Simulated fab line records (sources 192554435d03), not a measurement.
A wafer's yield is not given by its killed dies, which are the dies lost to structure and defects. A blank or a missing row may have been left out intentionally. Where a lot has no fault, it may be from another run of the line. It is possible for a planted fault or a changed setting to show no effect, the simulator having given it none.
fab line records + flow n5-finfet
[record]
- lots = 11
- wafers = 32
- last-day = 18
route steps=1938 shown ZERO_LAYER@19 WELL_APT@30 PMOS_HMC_CHANNEL_EPI@74 FIN_SAQP@134
lots with no fault: from the same line, run without faults
start-h: hours from the record's opening day to when the first of the lot's shown wafers began + wait-h: how many hours have passed since the lot's step before this one + " repeats the value in the row above + L1.1+2: a row that stands for several wafers + - no value present, or no start provided + * or withheld: withheld + < > ~ a bound
route shown NAME@n: a module of which the file shows steps, and the number in the route of the first + usual: mean/standard deviation of fault-free wafers + same: alike in all rows + chamber/n: place in a boat + sites: the reading at each site + _std_site: the standard deviation of these + _edge_site: outer sites' mean less inner sites' + radius-mm: how far each site lies from the wafer's centre + mask NAME#n: copy n + behind: the last tool/chamber to shape the wafer + hold: what put the lot on hold/how long, in hours/how the hold closed + device: whichever transistor did not switch (one of n, p or np) + end of line: tests of these same wafers at the route's end + a step with no rows: only its recipe + killed: at the first sort, the dies lost to defects and structure; wafer yield is something else + map: dies across one wafer; x = killed, . = not, _ = none there
set.NAME: the setting the step ran with; set.NAME@STEP: the setting that earlier step ran with + model.NAME: the simulator's own value behind a step, which no gauge read
route steps across a sampled set of lots; one table per step, one row per wafer
services: a tool's chamber out of use, with start hour (start-h, from the record's first day; less than 0 if before it), hours out, and reason
[[steps]]
[step N5_ZERO_LAYER_INSPECT_20]
[recipe]
- inspect-instrument = darkfield
- mode = post-clean
[usual]
- raw-defect-count = 38/16
| lot.wafer | tool              | chamber | start-h | wait-h | raw-defect-count |
|-----------|-------------------|---------|---------|--------|------------------|
| L783.1    | defect-inspect-01 | -       | 13.57   | 0.0    | 66               |
| L783.4    | "                 | -       | "       | "      | 65               |
| L783.6    | "                 | -       | "       | "      | 57               |
| L784.2    | defect-inspect-01 | -       | 19.27   | 0.0    | 50               |
| L784.3    | "                 | -       | "       | "      | 28               |
| L784.6    | "                 | -       | "       | "      | 37               |
| L786.2    | defect-inspect-02 | -       | 31.25   | 0.0    | 33               |
| L786.6    | "                 | -       | "       | "      | 30               |
| L787.2    | defect-inspect-01 | -       | 37.25   | 0.0    | 31               |
| L787.3    | "                 | -       | "       | "      | 28               |
| L787.5    | "                 | -       | "       | "      | 41               |
| L789.1    | defect-inspect-01 | -       | 49.83   | 0.0    | 46               |
| L789.3    | "                 | -       | "       | "      | 39               |
| L789.5    | "                 | -       | "       | "      | 24               |
| L790.1    | defect-inspect-01 | -       | 55.70   | 0.0    | 32               |
| L790.2    | "                 | -       | "       | "      | 20               |
| L790.4    | "                 | -       | "       | "      | 46               |
| L792.1    | defect-inspect-01 | -       | 67.44   | 0.0    | 73               |
| L792.5    | "                 | -       | "       | "      | 45               |
| L792.6    | "                 | -       | "       | "      | 62               |
| L793.3    | defect-inspect-01 | -       | 73.29   | 0.0    | 39               |
| L793.4    | "                 | -       | "       | "      | 18               |
| L793.6    | "                 | -       | "       | "      | 36               |
| L802.3    | defect-inspect-01 | -       | 127.39  | 0.0    | 64               |
| L802.5    | "                 | -       | "       | "      | 14               |
| L802.6    | "                 | -       | "       | "      | 46               |
| L804.2    | defect-inspect-01 | -       | 139.26  | 0.0    | 44               |
| L804.5    | "                 | -       | "       | "      | 47               |
| L804.6    | "                 | -       | "       | "      | 62               |
| L806.2    | defect-inspect-02 | -       | 151.45  | 0.0    | 20               |
| L806.3    | "                 | -       | "       | "      | 39               |
| L806.6    | "                 | -       | "       | "      | 35               |
[step N5_WELL_APT_INSPECT_10]
[recipe]
- mode = adi
- inspect-instrument = macro
[usual]
- raw-defect-count = 2.1/1.4
| lot.wafer | tool              | chamber | start-h | wait-h | raw-defect-count |
|-----------|-------------------|---------|---------|--------|------------------|
| L783.1    | defect-inspect-01 | -       | 13.93   | 0.0    | 5                |
| L783.4    | "                 | -       | "       | "      | 4                |
| L783.6    | "                 | -       | "       | "      | 2                |
| L784.2    | defect-inspect-01 | -       | 19.63   | 0.0    | 3                |
| L784.3    | "                 | -       | "       | "      | 1                |
| L784.6    | "                 | -       | "       | "      | 5                |
| L786.2    | defect-inspect-02 | -       | 31.74   | 0.0    | 4                |
| L786.6    | "                 | -       | "       | "      | 2                |
| L787.2    | defect-inspect-01 | -       | 37.61   | 0.0    | 1                |
| L787.3    | "                 | -       | "       | "      | 1                |
| L787.5    | "                 | -       | "       | "      | 3                |
| L789.1    | defect-inspect-01 | -       | 50.31   | 0.0    | 2                |
| L789.3    | "                 | -       | "       | "      | 2                |
| L789.5    | "                 | -       | "       | "      | 2                |
| L790.1    | defect-inspect-02 | -       | 56.08   | 0.0    | 3                |
| L790.2    | "                 | -       | "       | "      | 2                |
| L790.4    | "                 | -       | "       | "      | 3                |
| L792.1    | defect-inspect-02 | -       | 67.92   | 0.0    | 3                |
| L792.5    | "                 | -       | "       | "      | 2                |
| L792.6    | "                 | -       | "       | "      | 0                |
| L793.3    | defect-inspect-01 | -       | 73.78   | 0.0    | 2                |
| L793.4    | "                 | -       | "       | "      | 1                |
| L793.6    | "                 | -       | "       | "      | 0                |
| L802.3    | defect-inspect-02 | -       | 127.87  | 0.0    | 0                |
| L802.5    | "                 | -       | "       | "      | 0                |
| L802.6    | "                 | -       | "       | "      | 0                |
| L804.2    | defect-inspect-02 | -       | 139.62  | 0.0    | 6                |
| L804.5    | "                 | -       | "       | "      | 2                |
| L804.6    | "                 | -       | "       | "      | 0                |
| L806.2    | defect-inspect-01 | -       | 151.81  | 0.0    | 0                |
| L806.3    | "                 | -       | "       | "      | 4                |
| L806.6    | "                 | -       | "       | "      | 2                |
[step N5_PMOS_HMC_CHANNEL_EPI_FIN_RECESS_16]
[recipe]
- chemistry = HBr/Cl2
- target = Si
- mask-material = SiO2
- target-depth-a = 540
- time-s = 18
- pressure-mtorr = 10
- icp-w = 800
- bias-w = 75
- HBr_flow_sccm = 150
- Cl2_flow_sccm = 80
[usual]
- drypump-motor-current-A = 5.9/0.35
- oes-product-au = 0.999/0.016
- throttle-valve-pct = 35.4/0.35
| lot.wafer | tool      | chamber | start-h | wait-h | drypump-motor-current-A | oes-product-au | rf-hours-counter-h | throttle-valve-pct |
|-----------|-----------|---------|---------|--------|-------------------------|----------------|--------------------|--------------------|
| L783.1    | rie-si-05 | 0       | 18.22   | 0.0    | 5.2                     | 0.998          | 1                  | 35.5               |
| L783.4    | "         | 3       | "       | "      | 5.8                     | 0.964          | 156                | 36.2               |
| L783.6    | "         | 2       | "       | "      | 6.4                     | 1.000          | -                  | 35.4               |
| L784.2    | rie-si-05 | 3       | 23.44   | 0.0    | 5.8                     | 0.960          | 156                | 36.2               |
| L784.3    | "         | 0       | "       | "      | 5.2                     | 0.991          | 1                  | 35.5               |
| L784.6    | "         | 2       | "       | "      | 6.4                     | 1.001          | -                  | 35.4               |
| L786.2    | rie-si-04 | 0       | 35.53   | 0.0    | 5.6                     | 0.997          | 40                 | 35.7               |
| L786.6    | "         | 3       | "       | "      | 5.7                     | 1.011          | -                  | 35.1               |
| L787.2    | rie-si-04 | 3       | 41.65   | 0.0    | 5.7                     | 1.001          | 27                 | 35.1               |
| L787.3    | "         | 0       | "       | "      | 5.5                     | 1.001          | 40                 | 35.8               |
| L787.5    | "         | 0       | "       | "      | 5.5                     | 0.990          | -                  | 35.8               |
| L789.1    | rie-si-06 | 3       | 54.42   | 0.0    | 6.3                     | 0.992          | 124                | 35.1               |
| L789.3    | "         | 1       | "       | "      | 6.2                     | 1.024          | 192                | 35.3               |
| L789.5    | "         | 1       | "       | "      | 6.1                     | 1.016          | -                  | 35.3               |
| L790.1    | rie-si-06 | 1       | 59.94   | 0.0    | 6.2                     | 1.025          | 192                | 35.3               |
| L790.2    | "         | 2       | "       | "      | 6.1                     | 0.987          | 10                 | 34.6               |
| L790.4    | "         | 3       | "       | "      | 6.3                     | 1.001          | 124                | 35.1               |
| L792.1    | rie-si-04 | 1       | 72.70   | 0.0    | 5.9                     | 0.999          | 99                 | 35.1               |
| L792.5    | "         | 2       | "       | "      | 5.9                     | 0.984          | -                  | 35.1               |
| L792.6    | "         | 3       | "       | "      | 5.6                     | 1.012          | -                  | 35.1               |
| L793.3    | rie-si-05 | 1       | 78.07   | 0.0    | 6.1                     | 1.003          | 117                | 35.4               |
| L793.4    | "         | 0       | "       | "      | 5.2                     | 0.989          | 3                  | 35.5               |
| L793.6    | "         | 3       | "       | "      | 5.8                     | 0.966          | -                  | 36.2               |
| L802.3    | rie-si-05 | 3       | 132.07  | 0.0    | 5.8                     | 0.960          | 158                | 36.2               |
| L802.5    | "         | 1       | "       | "      | 6.2                     | 0.998          | -                  | 35.4               |
| L802.6    | "         | 0       | "       | "      | 5.3                     | 1.001          | -                  | 35.5               |
| L804.2    | rie-si-06 | 0       | 143.99  | 0.0    | 5.2                     | 1.042          | 38                 | 35.5               |
| L804.5    | "         | 0       | "       | "      | 5.2                     | 1.026          | -                  | 35.5               |
| L804.6    | "         | 3       | "       | "      | 6.3                     | 1.007          | -                  | 35.1               |
| L806.2    | rie-si-04 | 1       | 156.12  | 0.0    | 5.9                     | 1.003          | 100                | 35.1               |
| L806.3    | "         | 3       | "       | "      | 5.7                     | 1.015          | 29                 | 35.1               |
| L806.6    | "         | 2       | "       | "      | 5.9                     | 0.987          | -                  | 35.1               |
[step N5_PMOS_HMC_CHANNEL_EPI_THK_MEAS_22]
[recipe]
- reads = SiGe30_of_PMOS_HMC_CHANNEL_EPI_EPI_20
[usual]
- HMC_CMP_THK = 54.2/1.1
| lot.wafer | tool          | chamber | start-h | wait-h | HMC_CMP_THK[nm] |
|-----------|---------------|---------|---------|--------|-----------------|
| L783.1    | film-metro-01 | -       | 20.15   | -      | 55.5            |
| L783.4    | "             | -       | "       | "      | 54.0            |
| L783.6    | "             | -       | "       | "      | 55.8            |
| L784.2    | film-metro-01 | -       | 25.64   | -      | 52.8            |
| L784.3    | "             | -       | "       | "      | 54.5            |
| L784.6    | "             | -       | "       | "      | 55.6            |
| L786.2    | film-metro-01 | -       | 37.74   | -      | 54.2            |
| L786.6    | "             | -       | "       | "      | 53.8            |
| L787.2    | film-metro-02 | -       | 43.66   | -      | 53.1            |
| L787.3    | "             | -       | "       | "      | 54.2            |
| L787.5    | "             | -       | "       | "      | 54.2            |
| L789.1    | film-metro-01 | -       | 56.22   | -      | 54.8            |
| L789.3    | "             | -       | "       | "      | 55.2            |
| L789.5    | "             | -       | "       | "      | 55.1            |
| L790.1    | film-metro-02 | -       | 62.67   | -      | 55.6            |
| L790.2    | "             | -       | "       | "      | 54.0            |
| L790.4    | "             | -       | "       | "      | 55.5            |
| L792.1    | film-metro-01 | -       | 75.43   | -      | 51.5            |
| L792.5    | "             | -       | "       | "      | 54.5            |
| L792.6    | "             | -       | "       | "      | 53.4            |
| L793.3    | film-metro-02 | -       | 80.28   | -      | 53.3            |
| L793.4    | "             | -       | "       | "      | 54.1            |
| L793.6    | "             | -       | "       | "      | 53.2            |
| L802.3    | film-metro-01 | -       | 133.88  | -      | 53.2            |
| L802.5    | "             | -       | "       | "      | 49.0            |
| L802.6    | "             | -       | "       | "      | 55.1            |
| L804.2    | film-metro-02 | -       | 146.21  | 0.2    | 55.1            |
| L804.5    | "             | -       | "       | "      | 54.6            |
| L804.6    | "             | -       | "       | "      | 55.5            |
| L806.2    | film-metro-02 | -       | 157.93  | -      | 52.2            |
| L806.3    | "             | -       | "       | "      | 53.8            |
| L806.6    | "             | -       | "       | "      | 54.8            |
[step N5_FIN_SAQP_ETCH_69]
[recipe]
- chemistry = N2/H2
- target = SOC
- target-depth-a = 1500
- stop-on = SiNx
- ion-energy-ev = 100
- bias-w = 61
- pressure-mtorr = 30
- source-w = 850
- n2-flow-sccm = 200
- h2-flow-sccm = 200
[usual]
- drypump-motor-current-A = 5.9/0.41
- h2-flow-sccm = 200.0/0.61
- oes-product-au = 0.77/0.083
- rf-vpp-V = 241.1/1.6
- showerhead-plenum-p-Torr = 2.57/0.1
- throttle-valve-pct = 17.78/0.21
| lot.wafer | tool        | chamber | start-h | wait-h | drypump-motor-current-A | h2-flow-sccm | oes-product-au | rf-hours-counter-h | rf-vpp-V | showerhead-plenum-p-Torr | throttle-valve-pct |
|-----------|-------------|---------|---------|--------|-------------------------|--------------|----------------|--------------------|----------|--------------------------|--------------------|
| L783.1    | rie-diel-06 | 2       | 25.38   | -      | 4.9                     | 199.6        | 0.77           | 152                | 240.3    | 2.55                     | 17.92              |
| L783.4    | "           | 3       | "       | "      | 6.4                     | 199.5        | 0.79           | 123                | 242.9    | 2.67                     | 17.86              |
| L783.6    | "           | 0       | "       | "      | 6.4                     | 198.5        | 0.81           | -                  | 241.3    | 2.59                     | 17.66              |
| L784.2    | rie-diel-04 | 1       | 30.38   | -      | 5.8                     | 200.4        | 0.72           | 196                | 244.3    | 2.63                     | 17.84              |
| L784.3    | "           | 3       | "       | "      | 5.8                     | 198.9        | 0.71           | 194                | 239.2    | 2.43                     | 17.49              |
| L784.6    | "           | 1       | "       | "      | 5.8                     | 199.9        | 0.72           | -                  | 240.5    | 2.63                     | 17.84              |
| L786.2    | rie-diel-06 | 0       | 45.02   | -      | 6.4                     | 200.9        | 0.80           | 79                 | 241.3    | 2.59                     | 17.69              |
| L786.6    | "           | 0       | "       | "      | 6.4                     | 200.0        | 0.79           | -                  | 240.7    | 2.59                     | 17.68              |
| L787.2    | rie-diel-04 | 1       | 49.85   | -      | 5.9                     | 199.6        | 0.71           | 204                | 241.1    | 2.62                     | 17.86              |
| L787.3    | "           | 2       | "       | "      | 6.0                     | 200.0        | 0.90           | 26                 | 243.8    | 2.70                     | 17.69              |
| L787.5    | "           | 3       | "       | "      | 5.8                     | 199.9        | 0.71           | -                  | 239.3    | 2.42                     | 17.51              |
| L789.1    | rie-diel-04 | 3       | 61.91   | -      | 5.8                     | 200.8        | 0.71           | 208                | 239.5    | 2.42                     | 17.51              |
| L789.3    | "           | 1       | "       | "      | 5.8                     | 199.7        | 0.70           | 211                | 241.0    | 2.62                     | 17.85              |
| L789.5    | "           | 2       | "       | "      | 6.0                     | 200.5        | 0.88           | -                  | 241.7    | 2.69                     | 17.73              |
| L790.1    | rie-diel-06 | 0       | 67.44   | -      | 6.4                     | 199.9        | 0.80           | 84                 | 240.4    | 2.58                     | 17.70              |
| L790.2    | "           | 2       | "       | "      | 4.9                     | 199.3        | 0.76           | 165                | 239.0    | 2.55                     | 17.96              |
| L790.4    | "           | 0       | "       | "      | 6.4                     | 199.6        | 0.80           | -                  | 241.2    | 2.58                     | 17.69              |
| L792.1    | rie-diel-04 | 2       | 80.94   | -      | 6.0                     | 200.0        | 0.88           | 38                 | 244.6    | 2.69                     | 17.73              |
| L792.5    | "           | 1       | "       | "      | 5.8                     | 199.6        | 0.70           | -                  | 241.9    | 2.62                     | 17.87              |
| L792.6    | "           | 0       | "       | "      | 6.0                     | 199.8        | 0.95           | -                  | 243.9    | 2.73                     | 18.05              |
| L793.3    | rie-diel-04 | 3       | 84.82   | -      | 5.8                     | 199.6        | 0.70           | 215                | 239.2    | 2.42                     | 17.54              |
| L793.4    | "           | 0       | "       | "      | 5.9                     | 199.3        | 0.94           | 5                  | 243.2    | 2.73                     | 18.05              |
| L793.6    | "           | 1       | "       | "      | 5.8                     | 199.6        | 0.69           | -                  | 240.0    | 2.62                     | 17.88              |
| L802.3    | rie-diel-04 | 3       | 138.66  | -      | 5.9                     | 200.5        | 0.69           | 231                | 240.4    | 2.41                     | 17.55              |
| L802.5    | "           | 2       | "       | "      | 6.0                     | 200.6        | 0.85           | -                  | 242.8    | 2.68                     | 17.75              |
| L802.6    | "           | 1       | "       | "      | 5.8                     | 200.4        | 0.68           | -                  | 241.0    | 2.61                     | 17.89              |
| L804.2    | rie-diel-06 | 0       | 151.43  | -      | 6.4                     | 200.4        | 0.76           | 118                | 241.4    | 2.57                     | 17.74              |
| L804.5    | "           | 1       | "       | "      | 5.8                     | 200.4        | 0.81           | -                  | 240.2    | 2.47                     | 17.61              |
| L804.6    | "           | 2       | "       | "      | 4.9                     | 200.6        | 0.73           | -                  | 240.8    | 2.53                     | 18.01              |
| L806.2    | rie-diel-04 | 3       | 164.19  | -      | 5.8                     | 199.6        | 0.68           | 242                | 240.0    | 2.41                     | 17.56              |
| L806.3    | "           | 2       | "       | "      | 6.0                     | 200.4        | 0.83           | 69                 | 242.2    | 2.68                     | 17.77              |
| L806.6    | "           | 2       | "       | "      | 6.0                     | 199.9        | 0.83           | -                  | 241.7    | 2.68                     | 17.79              |
[[services]]
| tool        | chamber | start-h | hours | kind                          |
|-------------|---------|---------|-------|-------------------------------|
| rie-diel-06 | -       | 25.96   | 1.4   | repair                        |
| rie-diel-04 | 0       | 36.37   | -     | clean                         |
| rie-diel-04 | 0       | 36.37   | -     | consumable-replace:focus-ring |
| rie-diel-04 | 0       | 36.37   | -     | consumable-replace:showerhead |
| rie-diel-04 | 0       | 36.37   | 30.8  | scheduled-down                |
| rie-diel-04 | 0       | 36.37   | 30.8  | vent-cycle                    |
| rie-diel-06 | 0       | 56.88   | 6.4   | repair                        |
| rie-diel-04 | -       | 59.92   | 0.3   | repair                        |
| rie-diel-06 | 3       | 67.20   | 121.0 | repair                        |
| rie-si-06   | 0       | 74.82   | 4.1   | repair                        |
| rie-si-04   | 1       | 91.15   | 37.1  | repair                        |
| rie-diel-04 | -       | 137.64  | 1.0   | repair                        |
| rie-si-06   | 1       | 149.14  | -     | clean                         |
| rie-si-06   | 1       | 149.14  | 18.9  | scheduled-down                |
| rie-si-06   | 1       | 149.14  | 18.9  | vent-cycle                    |
[[key]]
[first-sign]
- step = N5_PMOS_HMC_CHANNEL_EPI_THK_MEAS_22
- reading = HMC_CMP_THK
- direction = down
- sigmas = 4.6
- usual = 54.2
- struck = 49.0
effect none on later readings
met-at N5_PMOS_HMC_CHANNEL_EPI_FIN_RECESS_16
struck-lots L802
struck-wafers L802.5
tester-left-out L802
not-acting-at N5_ZERO_LAYER_INSPECT_20,N5_WELL_APT_INSPECT_10,N5_FIN_SAQP_ETCH_69
onset-between 78.07 132.07
[fault]
- kind = process-parameter-drift
- tool = rie-si-05
- chamber = -
- onset-h = 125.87
- steps = N5_PMOS_HMC_CHANNEL_EPI_FIN_RECESS_16
- channel = time-s
- offset = *
- shape = step
- end-h = 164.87
- scope = struck-wafers-only
- acts-in = *
- stated = *
// tester-left-out: of these lots the tester's yield and bins aren't shown, on N5 and GAA mostly nor the transistor test; their killed dies are dies lost to structure and defects alone, not to doping, threshold or leakage, so they don't give the yield
